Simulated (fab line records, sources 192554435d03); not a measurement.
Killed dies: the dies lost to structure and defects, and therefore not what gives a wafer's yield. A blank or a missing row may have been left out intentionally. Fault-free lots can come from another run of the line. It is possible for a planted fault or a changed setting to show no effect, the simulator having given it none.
Comparing a struck lot with a sound one | flow n5Finfet | 25 out of 1938 route steps
Sound: the wafers L789.3, L789.4, L789.6. Wafers L802.1, L802.2, L802.4 were the ones struck. The cause is given at the end.
Per side, at each step with rows, come the tool, then ch with its chambers, and then its first start. Under that, the readings that differ: sound wafers | struck wafers | difference of the means | sigmas: that difference in standard deviations of wafers without a fault.
alike: readings whose means differ by less than 2 such deviations, and words and numbers that are the same on both sides. not compared: withheld readings, readings that some wafer has no value for, bounds like >300 that may hide the same value, and numbers for which the record gives no deviation and whose values overlap.
A row with sigmas, a row that says differs or no value, or rows on one side alone: a step with any of these is where the two part. Numbers that have no deviation but don't overlap get no sigmas and don't part them. A reading missing from all wafers of one side parts the sides only when that side holds two or more wafers.

first, 11 steps without rows for these wafers: N5_BEOL_M4_ETCH_74 (etches underlayer in N2/H2, target depth 6.5 nm, time 5.2 s); N5_BEOL_M4_ETCH_63 (etches SiARC in CF4, target depth 15.6 nm, time 26 s); N5_BEOL_M4_ETCH_64 (etches SOC in N2/H2, target depth 75 nm, overetch 22.5 nm, time 121.9 s); N5_BEOL_M4_STRIP_65 (strips in N2/H2); N5_BEOL_M4_STRIP_75 (strips in N2/H2); N5_BEOL_M4_STRIP_66 (strips in CF4); N5_BEOL_M4_HM_OPEN_17 (chemistry Cl2/BCl3, target TiN, target depth 20 nm, overetch 6 nm); N5_BEOL_M4_STRIP_19 (strips in O2); N5_BEOL_M4_COAT_67 (time 60 s, resist thk 60 nm); N5_BEOL_M4_COAT_68 (time 60 s, resist thk 12 nm); N5_BEOL_M4_COAT_76 (time 60 s, resist thk 5 nm).
N5_BEOL_M4_COAT_22: resist thk 30 nm.
  sound on lithoTrack-03 ch 0, day 10 19:55; struck on lithoTrack-03 ch 0, day 14 07:13
reading                                     | sound                | struck               | difference | sigmas
spinSpeedRpm (rpm)                          | 1498.5 1498.9 1499.6 | 1716.9 1716.7 1717.2 | +217.9     | +99 or more
model.CAR-EUV_of_BEOL_M4_COAT_22.thkNm (nm) | 30 30 30             | 28.2 28 28.2         | -1.9       | 
then, 9 steps without rows for these wafers: N5_BEOL_M4_EBR_24; N5_BEOL_M4_SOFTBAKE_23 (time 60 s); N5_BEOL_M4_EXPOSE_25 (exposes mask V3, defocus 5 nm); N5_BEOL_M4_PEB_26 (peb time 60 s); N5_BEOL_M4_DEVELOP_27 (develop time 30 s); N5_BEOL_M4_DESCUM_33 (chemistry O2, time 7 s); N5_BEOL_M4_ETCH_77 (etches underlayer in N2/H2, target depth 6.5 nm, time 5.2 s); N5_BEOL_M4_ETCH_69 (etches SiARC in CF4, target depth 15.6 nm, time 26 s); N5_BEOL_M4_ALD_98 (deposits SiO2, target thk 2.5 nm, pulse time 1 s, co reactant pulse time 1 s).
N5_BEOL_M4_ETCHBACK_99: etches SiO2 in CHF3, target depth 5 nm, time 10.4 s.
  sound on rieDiel-04 ch 1,2,3, day 11 20:59; struck on rieDiel-02 ch 0,1,2, day 14 10:44
reading                                     | sound          | struck      | difference | sigmas
model.CAR-EUV_of_BEOL_M4_COAT_22.thkNm (nm) | 10.4 10.4 10.4 | 8.6 8.4 8.4 | -1.9       | 
  alike: chamberPressureMTorr, drypumpMotorCurrentA, oes_f_703_au, oesProductAu, rfVppV, showerheadPlenumPTorr, throttleValvePct
  not compared: rfHoursCounterH
then, 1 step without rows for these wafers: N5_BEOL_M4_ETCH_70 (etches SOC in N2/H2, target depth 80 nm, overetch 24 nm, time 130 s).
N5_BEOL_M4_RC_MEAS_101:
  sound on prober-02 ch 0, day 12 02:07; struck on prober-01 ch 0, day 14 15:13
  alike: DIBL_N, DIBL_P, IOFF_N, IOFF_P, ION_N, ION_P, SS_N, SS_P, VT_N, VT_P
-- the record jumps here: 4 days lie between the struck wafers' starts before and after (it left off in module BEOL_M4 and takes up again in module PASSIVATION, whose first step shown is number 1936 of the route) --
N5_PASSIVATION_PROBE_49:
  sound on prober-02, day 16 16:26; struck on prober-02, day 19 03:13
  alike: defectLimitedYield, killed_at_M0_to_M3, killed_at_M4_up, killedAtContacts, killedAtFrontEnd, killedAtOther, killedDies, killedOnRim, killedOpen, killedShort, sort_bin_5_function, sort_bin_6_memory, sortNPass, sortYieldPct

== WHERE THEY PART ==
At N5_BEOL_M4_COAT_22 and nowhere else, as far as this record goes. Later steps at which nothing parts them and some readings are alike: N5_BEOL_M4_ETCHBACK_99, N5_BEOL_M4_RC_MEAS_101, N5_PASSIVATION_PROBE_49.

WHY: the cause the simulator had injected
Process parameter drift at N5_BEOL_M4_COAT_22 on lithoTrack-03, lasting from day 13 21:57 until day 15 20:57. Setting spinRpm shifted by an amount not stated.
